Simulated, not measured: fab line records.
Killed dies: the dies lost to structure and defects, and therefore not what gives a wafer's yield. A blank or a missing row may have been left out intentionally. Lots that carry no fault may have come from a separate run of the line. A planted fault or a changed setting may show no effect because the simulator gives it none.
Comparing a struck lot with a sound one	flow nandHarc	15 steps out of a route of 1302
Sound: wafers L802.1, L802.2, L802.3. Wafers struck: L801.1, L801.2, L801.3. At the end, the cause is stated.
Per side, at each step with rows, come the tool, then ch with its chambers, and then its first start. Under that, the readings that differ: sound wafers	struck wafers	difference of the means	sigmas: that difference in standard deviations of wafers without a fault.
alike: a reading whose means differ by less than 2 such deviations, as well as words and numbers matching on both sides. not compared: withheld readings; readings where some wafer has no value; bounds like >300 that might hide an equal value; numbers whose values overlap and for which the record gives no deviation.
The two part at a step that has a row with sigmas, a row that says differs or no value, or rows on one side only. Non-overlapping numbers with no deviation appear without sigmas and do not part them. A reading that every wafer of one side lacks parts them only if that side has two wafers or more.

first, 6 steps without rows for these wafers: NHARC_A_SGD_CUT_COAT_03 (resist thk 90 nm); NHARC_A_SGD_CUT_SOFTBAKE_04 (time 55 s); NHARC_A_SGD_CUT_EBR_05; NHARC_A_SGD_CUT_EXPOSE_06 (exposes mask SGD); NHARC_A_SGD_CUT_PEB_07 (peb time 65 s); NHARC_A_SGD_CUT_DEVELOP_08 (develop time 35 s).
NHARC_A_SGD_CUT_CD_MEAS_09: target cd 100 nm.
  sound on cdSem-01 ch 0, day 22 16:33; struck on cdSem-01 ch 0, day 22 06:52
  alike: cdNm
NHARC_A_SGD_CUT_OVL_MEAS_10:
  sound: overlay-01 at day 22 16:38; struck: overlay-01 at day 22 06:58
reading	sound	struck	difference	sigmas
overlayXNm (nm)	1.5 1.2 1.4	-0.3 -1.0 -0.4	-1.9	-2
  alike: overlayYNm
NHARC_A_SGD_CUT_INSPECT_11:
  sound: defectInspect-02 at day 22 16:41; struck: defectInspect-01 at day 22 07:00
  alike: rawDefectCount
NHARC_A_SGD_CUT_DESCUM_14: chemistry O2, time 3 s.
  sound on rieDiel-11 ch 0,1,2, day 22 16:44; struck on rieDiel-02 ch 1,2,3, day 22 07:04
reading	sound	struck	difference	sigmas
rfHoursCounterH (h)	4 4 4	9 10 9	+5	
  alike: drypumpMotorCurrentA, oesProductAu, rfVppV, showerheadPlenumPTorr, throttleValvePct
NHARC_A_SGD_CUT_ETCH_58: etches the open film in CF4, target depth 39 nm, time 65 s.
  sound on rieDiel-11 ch 1,2,3, day 22 16:50; struck on rieDiel-02 ch 0,2,3, day 22 07:08
reading	sound	struck	difference	sigmas
rfHoursCounterH (h)	4 4 4	10 10 9	+6	
throttleValvePct (%)	13.307 13.295 13.287	13.289 13.269 13.270	-0.020	-2
  alike: biasW, cf4FlowSccm, drypumpMotorCurrentA, oesProductAu, rfVppV, showerheadPlenumPTorr
NHARC_A_SGD_CUT_ETCH_59: etches the open film in N2/H2, target depth 260 nm, time 406.25 s.
  sound: rieDiel-11 ch 0,2,3; struck: rieDiel-02 ch 1,2,3
reading	sound	struck	difference	sigmas
chamberPressureMTorr (mTorr)	29.940 29.997 30.000	30.030 30.013 30.072	+0.059	+2
rfHoursCounterH (h)	4 4 4	10 9 9	+5	
  alike: biasW, drypumpMotorCurrentA, oesProductAu, rfVppV, showerheadPlenumPTorr, throttleValvePct
NHARC_A_SGD_CUT_ETCH_15: etches the open film in CH3F/O2, target depth 75 nm, time 64.3 s.
  sound on rieDiel-11 ch 0,1,2, day 22 17:14; struck on rieDiel-02 ch 0,1,3, day 22 07:32
  no value came back on the struck wafers for any of 8 readings (biasW (W), ch3fFlowSccm (sccm) and others); on the sound wafers biasW (W) reads 99.7 99.8 99.8
NHARC_A_SGD_CUT_ETCH_16: etches the open film in C4F8/O2/Ar, target depth 310.5 nm, time 155.2 s.
  sound: rieDiel-11 ch 0,1,2; struck: rieDiel-02 ch 0,1,3
reading	sound	struck	difference	sigmas
oesProductAu (a.u.)	0.958 0.946 0.961	0.973 1.000 0.988	+0.032	+2
rfHoursCounterH (h)	4 5 5	9 10 10	+5	
  alike: biasW, chamberPressureMTorr, rfVppV
-- the record jumps here: 5 days lie between the struck wafers' starts before and after (it left off in module A_SGD_CUT and takes up again in module END, whose first step shown is number 1302 of the route) --
NHARC_END_SORT_01:
  only the struck wafers appear in the record here, on prober-01 ch 0 at day 27 15:25; the sound ones have no rows

== WHERE THEY PART ==
Earliest at NHARC_A_SGD_CUT_OVL_MEAS_10; latest, in this record, at NHARC_END_SORT_01.

WHY: what the simulator had put in
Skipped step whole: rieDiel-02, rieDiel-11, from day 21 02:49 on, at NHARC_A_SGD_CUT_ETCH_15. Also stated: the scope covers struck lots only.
